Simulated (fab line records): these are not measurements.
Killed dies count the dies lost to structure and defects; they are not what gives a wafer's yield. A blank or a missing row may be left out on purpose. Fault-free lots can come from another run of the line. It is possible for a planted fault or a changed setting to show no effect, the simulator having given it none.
What tool caused it? || flow nand_harc || Sampling: 12 lots, 36 wafers, 4 of 1159 route steps

WHAT THE GAUGES SHOWED, per wafer
No reading from a measuring or inspecting step in the record can be judged against a usual standard deviation.

TOOL THAT RAN EACH LOT (tool first, then ch and the chambers of the sampled wafers, then the start)
{"lot": "L278", "NHARC_A_CHANNEL_HOLE_D1_DESCUM_15": "rie_diel-09 ch 1,2,3, day 8 15:11", "NHARC_A_CHANNEL_FILL_D1_ETCHBACK_19": "rie_si-01 ch 0,1,3, day 9 22:34", "NHARC_A_CHANNEL_FILL_D1_STRIP_28": "rie_diel-07 ch 0,2, day 9 22:48", "NHARC_A_CHANNEL_FILL_D1_CMP_10": "cmp-03 ch 0,1, day 10 21:39"}
{"lot": "L279", "NHARC_A_CHANNEL_HOLE_D1_DESCUM_15": "rie_diel-11 ch 0,3, day 8 15:35", "NHARC_A_CHANNEL_FILL_D1_ETCHBACK_19": "rie_si-06 ch 0,2, day 9 22:36", "NHARC_A_CHANNEL_FILL_D1_STRIP_28": "rie_diel-12 ch 1,2, day 9 22:48", "NHARC_A_CHANNEL_FILL_D1_CMP_10": "cmp-02 ch 0,1,2, day 10 21:40"}
{"lot": "L281", "NHARC_A_CHANNEL_HOLE_D1_DESCUM_15": "rie_diel-09 ch 2,3, day 8 22:33", "NHARC_A_CHANNEL_FILL_D1_ETCHBACK_19": "rie_si-02 ch 0,1,3, day 10 07:12", "NHARC_A_CHANNEL_FILL_D1_STRIP_28": "rie_diel-12 ch 1,2,3, day 10 07:25", "NHARC_A_CHANNEL_FILL_D1_CMP_10": "cmp-04 ch 0,1,3, day 11 06:41"}
{"lot": "L282", "NHARC_A_CHANNEL_HOLE_D1_DESCUM_15": "rie_diel-09 ch 1,3, day 9 08:12", "NHARC_A_CHANNEL_FILL_D1_ETCHBACK_19": "rie_si-02 ch 0,3, day 10 15:50", "NHARC_A_CHANNEL_FILL_D1_STRIP_28": "rie_diel-03 ch 0,1,3, day 10 16:07", "NHARC_A_CHANNEL_FILL_D1_CMP_10": "cmp-03 ch 0,2, day 11 19:10"}
{"lot": "L284", "NHARC_A_CHANNEL_HOLE_D1_DESCUM_15": "rie_diel-09 ch 0,1, day 9 14:28", "NHARC_A_CHANNEL_FILL_D1_ETCHBACK_19": "rie_si-06 ch 0,1, day 10 21:57", "NHARC_A_CHANNEL_FILL_D1_STRIP_28": "rie_diel-07 ch 0,1,2, day 10 22:10", "NHARC_A_CHANNEL_FILL_D1_CMP_10": "cmp-04 ch 1,2, day 11 19:08"}
{"lot": "L283", "NHARC_A_CHANNEL_HOLE_D1_DESCUM_15": "rie_diel-10 ch 2,3, day 9 14:44", "NHARC_A_CHANNEL_FILL_D1_ETCHBACK_19": "rie_si-01 ch 0,1, day 10 21:57", "NHARC_A_CHANNEL_FILL_D1_STRIP_28": "rie_diel-12 ch 0,2,3, day 10 22:11", "NHARC_A_CHANNEL_FILL_D1_CMP_10": "cmp-02 ch 0,1,2, day 11 21:28"}
{"lot": "L290", "NHARC_A_CHANNEL_HOLE_D1_DESCUM_15": "rie_diel-10 ch 0,2,3, day 11 12:13", "NHARC_A_CHANNEL_FILL_D1_ETCHBACK_19": "rie_si-02 ch 0,1,2, day 12 19:56", "NHARC_A_CHANNEL_FILL_D1_STRIP_28": "rie_diel-12 ch 1,2,3, day 12 20:10", "NHARC_A_CHANNEL_FILL_D1_CMP_10": "cmp-02 ch 0,1,3, day 13 19:14"}
{"lot": "L292", "NHARC_A_CHANNEL_HOLE_D1_DESCUM_15": "rie_diel-09 ch 0,3, day 11 13:25", "NHARC_A_CHANNEL_FILL_D1_ETCHBACK_19": "rie_si-01 ch 0,2,3, day 12 23:05", "NHARC_A_CHANNEL_FILL_D1_STRIP_28": "rie_diel-03 ch 0,3, day 12 23:16", "NHARC_A_CHANNEL_FILL_D1_CMP_10": "cmp-03 ch 0,3, day 14 02:25"}
{"lot": "L291", "NHARC_A_CHANNEL_HOLE_D1_DESCUM_15": "rie_diel-09 ch 0,1, day 12 06:58", "NHARC_A_CHANNEL_FILL_D1_ETCHBACK_19": "rie_si-01 ch 0,2, day 13 14:28", "NHARC_A_CHANNEL_FILL_D1_STRIP_28": "rie_diel-12 ch 1,2,3, day 13 14:41", "NHARC_A_CHANNEL_FILL_D1_CMP_10": "cmp-04 ch 0,1,2, day 14 18:44"}
{"lot": "L297", "NHARC_A_CHANNEL_HOLE_D1_DESCUM_15": "rie_diel-09 ch 1,2, day 12 16:29", "NHARC_A_CHANNEL_FILL_D1_ETCHBACK_19": "rie_si-02 ch 0,1, day 14 02:37", "NHARC_A_CHANNEL_FILL_D1_STRIP_28": "rie_diel-03 ch 0,1,2, day 14 02:50", "NHARC_A_CHANNEL_FILL_D1_CMP_10": "cmp-02 ch 1,2,3, day 15 02:13"}
{"lot": "L299", "NHARC_A_CHANNEL_HOLE_D1_DESCUM_15": "rie_diel-10 ch 0,1,3, day 13 21:00", "NHARC_A_CHANNEL_FILL_D1_ETCHBACK_19": "rie_si-02 ch 0,1,3, day 15 08:58", "NHARC_A_CHANNEL_FILL_D1_STRIP_28": "rie_diel-12 ch 1,2,3, day 15 09:11", "NHARC_A_CHANNEL_FILL_D1_CMP_10": "cmp-03 ch 1,2,3, day 16 08:13"}
{"lot": "L300", "NHARC_A_CHANNEL_HOLE_D1_DESCUM_15": "rie_diel-11 ch 0,1,2, day 13 21:20", "NHARC_A_CHANNEL_FILL_D1_ETCHBACK_19": "rie_si-06 ch 1,2,3, day 15 08:58", "NHARC_A_CHANNEL_FILL_D1_STRIP_28": "rie_diel-03 ch 0,1,2, day 15 09:11", "NHARC_A_CHANNEL_FILL_D1_CMP_10": "cmp-02 ch 0,1,2, day 16 08:12"}
- NHARC_A_CHANNEL_HOLE_D1_DESCUM_15: chemistry O2, time 3 s.
- NHARC_A_CHANNEL_FILL_D1_ETCHBACK_19: etches the open film in HBr/Cl2, target depth 5 nm, time 1.7 s.
- NHARC_A_CHANNEL_FILL_D1_STRIP_28: strips in O2, time 20 s.
- NHARC_A_CHANNEL_FILL_D1_CMP_10: polishes, target thk 150 nm.

WHAT THE TOOLS THEMSELVES READ (means of the sampled wafers that have a number; where no wafer has one, the mark that the record gives instead)
NHARC_A_CHANNEL_HOLE_D1_DESCUM_15. Usual: drypump_motor_current_A 5.7 A, standard deviation 0.51; oes_product_au 1.002 a.u., standard deviation 0.0081; rf_vpp_V 57.8 V, standard deviation 0.9; showerhead_plenum_p_Torr 1.92 Torr, standard deviation 0.08; throttle_valve_pct 11.311 %, standard deviation 0.0092.
{"lot": "L278", "tool": "rie_diel-09", "drypump_motor_current_A (A)": 5.8, "oes_product_au (a.u.)": 1.003, "rf_vpp_V (V)": 58.2, "showerhead_plenum_p_Torr (Torr)": 1.96, "throttle_valve_pct (%)": 11.301, "flag": ""}
{"lot": "L279", "tool": "rie_diel-11", "drypump_motor_current_A (A)": 5.7, "oes_product_au (a.u.)": 1.004, "rf_vpp_V (V)": 58.5, "showerhead_plenum_p_Torr (Torr)": 1.99, "throttle_valve_pct (%)": 11.314, "flag": ""}
{"lot": "L281", "tool": "rie_diel-09", "drypump_motor_current_A (A)": 5.6, "oes_product_au (a.u.)": 1.005, "rf_vpp_V (V)": 57.2, "showerhead_plenum_p_Torr (Torr)": 1.92, "throttle_valve_pct (%)": 11.314, "flag": ""}
{"lot": "L282", "tool": "rie_diel-09", "drypump_motor_current_A (A)": 5.9, "oes_product_au (a.u.)": 0.993, "rf_vpp_V (V)": 58.2, "showerhead_plenum_p_Torr (Torr)": 2.00, "throttle_valve_pct (%)": 11.311, "flag": ""}
{"lot": "L284", "tool": "rie_diel-09", "drypump_motor_current_A (A)": 6.2, "oes_product_au (a.u.)": 0.998, "rf_vpp_V (V)": 58.2, "showerhead_plenum_p_Torr (Torr)": 2.01, "throttle_valve_pct (%)": 11.314, "flag": ""}
{"lot": "L283", "tool": "rie_diel-10", "drypump_motor_current_A (A)": 5.2, "oes_product_au (a.u.)": 1.006, "rf_vpp_V (V)": 57.5, "showerhead_plenum_p_Torr (Torr)": 1.86, "throttle_valve_pct (%)": 11.309, "flag": ""}
{"lot": "L290", "tool": "rie_diel-10", "drypump_motor_current_A (A)": 5.4, "oes_product_au (a.u.)": 1.002, "rf_vpp_V (V)": 57.3, "showerhead_plenum_p_Torr (Torr)": 1.87, "throttle_valve_pct (%)": 11.308, "flag": ""}
{"lot": "L292", "tool": "rie_diel-09", "drypump_motor_current_A (A)": 6.1, "oes_product_au (a.u.)": 1.015, "rf_vpp_V (V)": 58.4, "showerhead_plenum_p_Torr (Torr)": 1.94, "throttle_valve_pct (%)": 11.317, "flag": ""}
{"lot": "L291", "tool": "rie_diel-09", "drypump_motor_current_A (A)": 6.3, "oes_product_au (a.u.)": 1.011, "rf_vpp_V (V)": 57.8, "showerhead_plenum_p_Torr (Torr)": 1.97, "throttle_valve_pct (%)": 11.307, "flag": ""}
{"lot": "L297", "tool": "rie_diel-09", "drypump_motor_current_A (A)": 6.0, "oes_product_au (a.u.)": 1.007, "rf_vpp_V (V)": 57.9, "showerhead_plenum_p_Torr (Torr)": 1.93, "throttle_valve_pct (%)": 11.312, "flag": ""}
{"lot": "L299", "tool": "rie_diel-10", "drypump_motor_current_A (A)": 5.9, "oes_product_au (a.u.)": 1.004, "rf_vpp_V (V)": 57.7, "showerhead_plenum_p_Torr (Torr)": 1.86, "throttle_valve_pct (%)": 11.310, "flag": ""}
{"lot": "L300", "tool": "rie_diel-11", "drypump_motor_current_A (A)": 5.6, "oes_product_au (a.u.)": 1.007, "rf_vpp_V (V)": 57.9, "showerhead_plenum_p_Torr (Torr)": 1.88, "throttle_valve_pct (%)": 11.313, "flag": ""}

NHARC_A_CHANNEL_FILL_D1_ETCHBACK_19. Usual: drypump_motor_current_A 5.7 A, standard deviation 0.37; oes_product_au 0.999 a.u., standard deviation 0.0063; throttle_valve_pct 26.406 %, standard deviation 0.0087.
{"lot": "L278", "tool": "rie_si-01", "drypump_motor_current_A (A)": 5.7, "oes_product_au (a.u.)": 0.997, "throttle_valve_pct (%)": 26.406, "flag": ""}
{"lot": "L279", "tool": "rie_si-06", "drypump_motor_current_A (A)": 5.9, "oes_product_au (a.u.)": 0.995, "throttle_valve_pct (%)": 26.407, "flag": ""}
{"lot": "L281", "tool": "rie_si-02", "drypump_motor_current_A (A)": 5.7, "oes_product_au (a.u.)": 0.996, "throttle_valve_pct (%)": 26.407, "flag": ""}
{"lot": "L282", "tool": "rie_si-02", "drypump_motor_current_A (A)": 5.5, "oes_product_au (a.u.)": 1.003, "throttle_valve_pct (%)": 26.405, "flag": ""}
{"lot": "L284", "tool": "rie_si-06", "drypump_motor_current_A (A)": 5.9, "oes_product_au (a.u.)": 0.994, "throttle_valve_pct (%)": 26.405, "flag": ""}
{"lot": "L283", "tool": "rie_si-01", "drypump_motor_current_A (A)": 6.0, "oes_product_au (a.u.)": 1.003, "throttle_valve_pct (%)": 26.409, "flag": ""}
{"lot": "L290", "tool": "rie_si-02", "drypump_motor_current_A (A)": 5.6, "oes_product_au (a.u.)": 0.999, "throttle_valve_pct (%)": 26.414, "flag": ""}
{"lot": "L292", "tool": "rie_si-01", "drypump_motor_current_A (A)": 5.6, "oes_product_au (a.u.)": 1.233, "throttle_valve_pct (%)": 26.410, "flag": "OFF"}
{"lot": "L291", "tool": "rie_si-01", "drypump_motor_current_A (A)": 5.7, "oes_product_au (a.u.)": 1.235, "throttle_valve_pct (%)": 26.399, "flag": "OFF"}
{"lot": "L297", "tool": "rie_si-02", "drypump_motor_current_A (A)": 5.6, "oes_product_au (a.u.)": 1.003, "throttle_valve_pct (%)": 26.398, "flag": ""}
{"lot": "L299", "tool": "rie_si-02", "drypump_motor_current_A (A)": 5.7, "oes_product_au (a.u.)": 1.001, "throttle_valve_pct (%)": 26.403, "flag": ""}
{"lot": "L300", "tool": "rie_si-06", "drypump_motor_current_A (A)": 6.0, "oes_product_au (a.u.)": 1.004, "throttle_valve_pct (%)": 26.415, "flag": ""}

NHARC_A_CHANNEL_FILL_D1_STRIP_28. Usual: drypump_motor_current_A 5.8 A, standard deviation 0.3; oes_product_au 1.001 a.u., standard deviation 0.0082; rf_vpp_V 57.7 V, standard deviation 0.89; showerhead_plenum_p_Torr 3.48 Torr, standard deviation 0.13; throttle_valve_pct 17.035 %, standard deviation 0.0092.
{"lot": "L278", "tool": "rie_diel-07", "drypump_motor_current_A (A)": 5.2, "oes_product_au (a.u.)": 1.002, "rf_vpp_V (V)": 57.8, "showerhead_plenum_p_Torr (Torr)": 3.59, "throttle_valve_pct (%)": 17.042, "flag": ""}
{"lot": "L279", "tool": "rie_diel-12", "drypump_motor_current_A (A)": 5.6, "oes_product_au (a.u.)": 1.001, "rf_vpp_V (V)": 57.9, "showerhead_plenum_p_Torr (Torr)": 3.34, "throttle_valve_pct (%)": 17.032, "flag": ""}
{"lot": "L281", "tool": "rie_diel-12", "drypump_motor_current_A (A)": 5.7, "oes_product_au (a.u.)": 1.000, "rf_vpp_V (V)": 57.0, "showerhead_plenum_p_Torr (Torr)": 3.42, "throttle_valve_pct (%)": 17.034, "flag": ""}
{"lot": "L282", "tool": "rie_diel-03", "drypump_motor_current_A (A)": 5.7, "oes_product_au (a.u.)": 0.998, "rf_vpp_V (V)": 57.5, "showerhead_plenum_p_Torr (Torr)": 3.44, "throttle_valve_pct (%)": 17.035, "flag": ""}
{"lot": "L284", "tool": "rie_diel-07", "drypump_motor_current_A (A)": 5.4, "oes_product_au (a.u.)": 1.001, "rf_vpp_V (V)": 58.0, "showerhead_plenum_p_Torr (Torr)": 3.55, "throttle_valve_pct (%)": 17.038, "flag": ""}
{"lot": "L283", "tool": "rie_diel-12", "drypump_motor_current_A (A)": 5.9, "oes_product_au (a.u.)": 0.994, "rf_vpp_V (V)": 58.1, "showerhead_plenum_p_Torr (Torr)": 3.50, "throttle_valve_pct (%)": 17.038, "flag": ""}
{"lot": "L290", "tool": "rie_diel-12", "drypump_motor_current_A (A)": 5.7, "oes_product_au (a.u.)": 1.001, "rf_vpp_V (V)": 58.0, "showerhead_plenum_p_Torr (Torr)": 3.42, "throttle_valve_pct (%)": 17.042, "flag": ""}
{"lot": "L292", "tool": "rie_diel-03", "drypump_motor_current_A (A)": 6.0, "oes_product_au (a.u.)": 1.006, "rf_vpp_V (V)": 57.8, "showerhead_plenum_p_Torr (Torr)": 3.49, "throttle_valve_pct (%)": 17.029, "flag": ""}
{"lot": "L291", "tool": "rie_diel-12", "drypump_motor_current_A (A)": 5.7, "oes_product_au (a.u.)": 0.997, "rf_vpp_V (V)": 57.9, "showerhead_plenum_p_Torr (Torr)": 3.42, "throttle_valve_pct (%)": 17.031, "flag": ""}
{"lot": "L297", "tool": "rie_diel-03", "drypump_motor_current_A (A)": 5.7, "oes_product_au (a.u.)": 1.013, "rf_vpp_V (V)": 57.1, "showerhead_plenum_p_Torr (Torr)": 3.50, "throttle_valve_pct (%)": 17.036, "flag": ""}
{"lot": "L299", "tool": "rie_diel-12", "drypump_motor_current_A (A)": 5.7, "oes_product_au (a.u.)": 1.004, "rf_vpp_V (V)": 57.6, "showerhead_plenum_p_Torr (Torr)": 3.42, "throttle_valve_pct (%)": 17.033, "flag": ""}
{"lot": "L300", "tool": "rie_diel-03", "drypump_motor_current_A (A)": 5.7, "oes_product_au (a.u.)": 1.010, "rf_vpp_V (V)": 58.8, "showerhead_plenum_p_Torr (Torr)": 3.50, "throttle_valve_pct (%)": 17.036, "flag": ""}

NHARC_A_CHANNEL_FILL_D1_CMP_10. Usual: edge_zone_pressure_frac 1.001, standard deviation 0.0055; motor_current_A 11.8 A, standard deviation 1.2; time_to_endpoint_s 15.7 s, standard deviation 1.9.
{"lot": "L278", "tool": "cmp-03", "edge_zone_pressure_frac": 0.998, "motor_current_A (A)": 10.8, "time_to_endpoint_s (s)": 14.3, "flag": ""}
{"lot": "L279", "tool": "cmp-02", "edge_zone_pressure_frac": 0.996, "motor_current_A (A)": 12.0, "time_to_endpoint_s (s)": 14.5, "flag": ""}
{"lot": "L281", "tool": "cmp-04", "edge_zone_pressure_frac": 1.000, "motor_current_A (A)": 13.0, "time_to_endpoint_s (s)": 14.8, "flag": ""}
{"lot": "L282", "tool": "cmp-03", "edge_zone_pressure_frac": 1.000, "motor_current_A (A)": 10.7, "time_to_endpoint_s (s)": 18.0, "flag": ""}
{"lot": "L284", "tool": "cmp-04", "edge_zone_pressure_frac": 0.992, "motor_current_A (A)": 12.8, "time_to_endpoint_s (s)": 16.2, "flag": ""}
{"lot": "L283", "tool": "cmp-02", "edge_zone_pressure_frac": 1.002, "motor_current_A (A)": 11.9, "time_to_endpoint_s (s)": 15.2, "flag": ""}
{"lot": "L290", "tool": "cmp-02", "edge_zone_pressure_frac": 0.999, "motor_current_A (A)": 12.3, "time_to_endpoint_s (s)": 16.0, "flag": ""}
{"lot": "L292", "tool": "cmp-03", "edge_zone_pressure_frac": 1.003, "motor_current_A (A)": 11.8, "time_to_endpoint_s (s)": 16.7, "flag": ""}
{"lot": "L291", "tool": "cmp-04", "edge_zone_pressure_frac": 1.006, "motor_current_A (A)": 13.1, "time_to_endpoint_s (s)": 17.3, "flag": ""}
{"lot": "L297", "tool": "cmp-02", "edge_zone_pressure_frac": 1.001, "motor_current_A (A)": 11.9, "time_to_endpoint_s (s)": 17.4, "flag": ""}
{"lot": "L299", "tool": "cmp-03", "edge_zone_pressure_frac": 0.999, "motor_current_A (A)": 11.4, "time_to_endpoint_s (s)": 15.3, "flag": ""}
{"lot": "L300", "tool": "cmp-02", "edge_zone_pressure_frac": 1.002, "motor_current_A (A)": 12.0, "time_to_endpoint_s (s)": 14.5, "flag": ""}

THE ANSWER, worked out from the rows above alone
Rule: lot off if the mean of its wafers having a number is beyond 3 standard deviations from the usual mean. A lot without any number at a reading at which 4 lots or more have one is off too. Where the step has rows for the other lots, those lots are counted as sound. First the gauges in route order, then the tools' own readings, where a lot's mean is used as printed above. At the first step where some lot is off, the reading lying furthest off is the one used; lots without a number count as furthest.
Off: L292, L291, at NHARC_A_CHANNEL_FILL_D1_ETCHBACK_19 (oes_product_au).
If a tool, at that step or one of the process steps before it, ran each lot that is off and ran no sound lot following the first of them, it fits. One candidate fits, namely rie_si-01 at NHARC_A_CHANNEL_FILL_D1_ETCHBACK_19. A fault onset in the window from L283 (day 10 21:57, its last sound lot) to L292 (day 12 23:05, its first lot off) fits.
The tool's own readings at NHARC_A_CHANNEL_FILL_D1_ETCHBACK_19 bear it out: on the lots that are off they differ by more than 5 times the standard deviation of the sound lots' means. oes_product_au reads 1.234 a.u. there against 0.999 a.u. on the sound lots.

WHAT WAS PUT IN BY THE SIMULATOR
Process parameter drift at NHARC_A_CHANNEL_FILL_D1_ETCHBACK_19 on rie_si-01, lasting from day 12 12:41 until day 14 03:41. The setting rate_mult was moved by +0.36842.
Lots struck among those shown: L292, L291. The rule above reached the same finding.
